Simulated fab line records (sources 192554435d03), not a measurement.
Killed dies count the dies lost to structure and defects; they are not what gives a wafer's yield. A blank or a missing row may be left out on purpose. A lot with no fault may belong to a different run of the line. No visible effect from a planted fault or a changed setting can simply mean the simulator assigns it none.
One fault through the eyes of 3 desks -- flow n5Finfet -- each desk holds nothing but its own numbers, with what lay behind them at the end

## DESK OF THE TOOL OWNER: aldSin-02
The tool's own readings at N5_SPACER0_ALD_07 (deposits SiNx, target thk 2 nm): means of the sampled wafers that have a number, for each lot that ran on this tool. A lot is out of limits, marked OUT, if its mean lies more than 4 standard deviations from the usual mean; the brackets give that distance.
Columns: A = heaterPowerW at N5_SPACER0_ALD_07, usual 829 W
lot,first seen here,A
L156,day 4 08:19,788
L158,day 4 17:57,783
L160,day 5 07:41,796
L163,day 6 00:33,827
This desk's verdict: no lot among the 4 shows anything out of limits.

## METROLOGY DESK
Lot by lot, what the gauges showed, no matter which tool ran the lot: averages of those sampled wafers that carry a number. A lot is out of limits, marked OUT, if its mean lies more than 4 standard deviations from the usual mean; the brackets give that distance.
Columns: A = cdNm at N5_DUMMY_GATE_CD_MEAS_24, usual 15.0 nm
lot,first seen here,A
L156,day 4 07:27,14.7
L158,day 4 17:19,14.6
L160,day 5 07:22,15.3
L163,day 6 00:14,15.0
L168,day 7 08:32,15.0
L173,day 8 14:34,14.9
L174,day 8 19:34,15.1
This desk's verdict: no lot among the 7 shows anything out of limits.

## THE DEFECT DESK
Per lot, the means of the sampled wafers with a number show what the inspections along the route counted. A lot is out of limits, marked OUT, if its mean lies more than 4 standard deviations from the usual mean; the brackets give that distance.
Columns: A = rawDefectCount at N5_DUMMY_GATE_INSPECT_27, usual 302
lot,first seen here,A
L156,day 4 07:44,239
L158,day 4 17:36,324
L160,day 5 07:38,298
L163,day 6 00:31,297
L168,day 7 08:50,469
L173,day 8 14:50,311
L174,day 8 19:51,397
This desk's verdict: no lot among the 7 shows anything out of limits.

## TAKEN TOGETHER
Nothing out of limits was seen by the tool owner's desk.
At the metrology desk, nothing out of limits was observed.
Nothing the defect desk looked at was out of limits.

## WHAT HAD BEEN PUT IN BY THE SIMULATOR
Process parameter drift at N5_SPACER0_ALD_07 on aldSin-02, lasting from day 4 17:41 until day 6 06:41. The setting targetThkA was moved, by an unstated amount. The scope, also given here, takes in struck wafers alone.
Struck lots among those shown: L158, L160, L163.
